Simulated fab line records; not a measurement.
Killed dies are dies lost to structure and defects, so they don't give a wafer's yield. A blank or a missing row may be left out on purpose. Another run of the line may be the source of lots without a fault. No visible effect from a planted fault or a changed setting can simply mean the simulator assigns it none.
Which of the tools did it? || flow nand_harc || Sampling: 6 lots, 18 wafers, 5 of 1159 route steps

## WHAT THE GAUGES SHOWED, per wafer
NHARC_END_SORT_01.
{"lot": "L866", "measured": "day 24 14:41", "on": "prober-01", "killed_at_array": "676 672 671"}

## EACH LOT AND THE TOOL THAT RAN IT (in order: tool; ch and the chambers of the sampled wafers; start)
{"lot": "L852", "NHARC_A_CHANNEL_FILL_D1_ALD_02": "ald_hk-02 ch 1,3, day 9 15:31", "NHARC_A_CHANNEL_FILL_D1_ALD_16": "ald_hk-01 ch 1,2,3, day 10 03:46", "NHARC_A_CHANNEL_FILL_D1_ETCHBACK_19": "rie_si-01 ch 1,2,3, day 10 15:50", "NHARC_A_CHANNEL_FILL_D1_STRIP_29": "rie_diel-09 ch 1,2, no start"}
{"lot": "L851", "NHARC_A_CHANNEL_FILL_D1_ALD_02": "ald_hk-02 ch 0,1, day 9 19:47", "NHARC_A_CHANNEL_FILL_D1_ALD_16": "ald_hk-02 ch 1,2,3, day 10 07:58", "NHARC_A_CHANNEL_FILL_D1_ETCHBACK_19": "rie_si-04 ch 1,2,3, day 10 19:31", "NHARC_A_CHANNEL_FILL_D1_STRIP_29": "rie_diel-12 ch 0,3, no start"}
{"lot": "L857", "NHARC_A_CHANNEL_FILL_D1_ALD_02": "ald_hk-04 ch 1,2,3, day 10 23:09", "NHARC_A_CHANNEL_FILL_D1_ALD_16": "ald_hk-02 ch 1,2, day 11 11:13", "NHARC_A_CHANNEL_FILL_D1_ETCHBACK_19": "rie_si-04 ch 1,2,3, day 11 22:50", "NHARC_A_CHANNEL_FILL_D1_STRIP_29": "rie_diel-12 ch 1,2, no start"}
{"lot": "L859", "NHARC_A_CHANNEL_FILL_D1_ALD_02": "ald_hk-01 ch 0,1,3, day 11 15:19", "NHARC_A_CHANNEL_FILL_D1_ALD_16": "ald_hk-02 ch 0,2,3, day 12 04:02", "NHARC_A_CHANNEL_FILL_D1_ETCHBACK_19": "rie_si-05 ch 0,3, day 12 16:04", "NHARC_A_CHANNEL_FILL_D1_STRIP_29": "rie_diel-12 ch 0,1,3, no start"}
{"lot": "L866", "NHARC_A_CHANNEL_FILL_D1_ALD_02": "ald_hk-01 ch 1,3, day 13 14:40", "NHARC_A_CHANNEL_FILL_D1_ALD_16": "ald_hk-04 ch 0,1,2, day 14 02:55", "NHARC_A_CHANNEL_FILL_D1_ETCHBACK_19": "rie_si-01 ch 0,1, day 14 14:37", "NHARC_A_CHANNEL_FILL_D1_STRIP_29": "rie_diel-12 ch 0,2,3, day 24 14:41 or earlier"}
{"lot": "L870", "NHARC_A_CHANNEL_FILL_D1_ALD_02": "ald_hk-01 ch 0,2,3, day 14 06:46", "NHARC_A_CHANNEL_FILL_D1_ALD_16": "ald_hk-02 ch 1,3, day 14 18:54", "NHARC_A_CHANNEL_FILL_D1_ETCHBACK_19": "rie_si-01 ch 2,3, day 15 07:23", "NHARC_A_CHANNEL_FILL_D1_STRIP_29": "rie_diel-08 ch 0,1, no start"}
- NHARC_A_CHANNEL_FILL_D1_ALD_02: deposits SiO2, target thk 6 nm, pulse time 10 s, ald cycles 60.
- NHARC_A_CHANNEL_FILL_D1_ALD_16: deposits SiO2, target thk 1.5 nm, pulse time 10 s, ald cycles 15.
- NHARC_A_CHANNEL_FILL_D1_ETCHBACK_19: etches the open film in HBr/Cl2, target depth 5 nm, time 1.7 s.
- NHARC_A_CHANNEL_FILL_D1_STRIP_29: strips in O2, time 20 s.

## THE ANSWER, worked out from the rows above alone
Rule: the lots themselves supply what counts as usual. The widest of any qualifying gaps counts: lots, ordered by their means at a reading, are off when they make up no more than a third of the lots, leave a main group of 4 or more, and stand apart from it by 3 or more times the standard deviation of that group's means. Not used: any main group whose means are identical at the precision the tables above print for the reading. A lot without any number at a reading at which 4 lots or more have one is off too. Where the step has rows for the other lots, those lots are counted as sound.
No lot is off on any of the readings shown, so nothing can be concluded from this.

## WHAT THE SIMULATOR HAD INSERTED
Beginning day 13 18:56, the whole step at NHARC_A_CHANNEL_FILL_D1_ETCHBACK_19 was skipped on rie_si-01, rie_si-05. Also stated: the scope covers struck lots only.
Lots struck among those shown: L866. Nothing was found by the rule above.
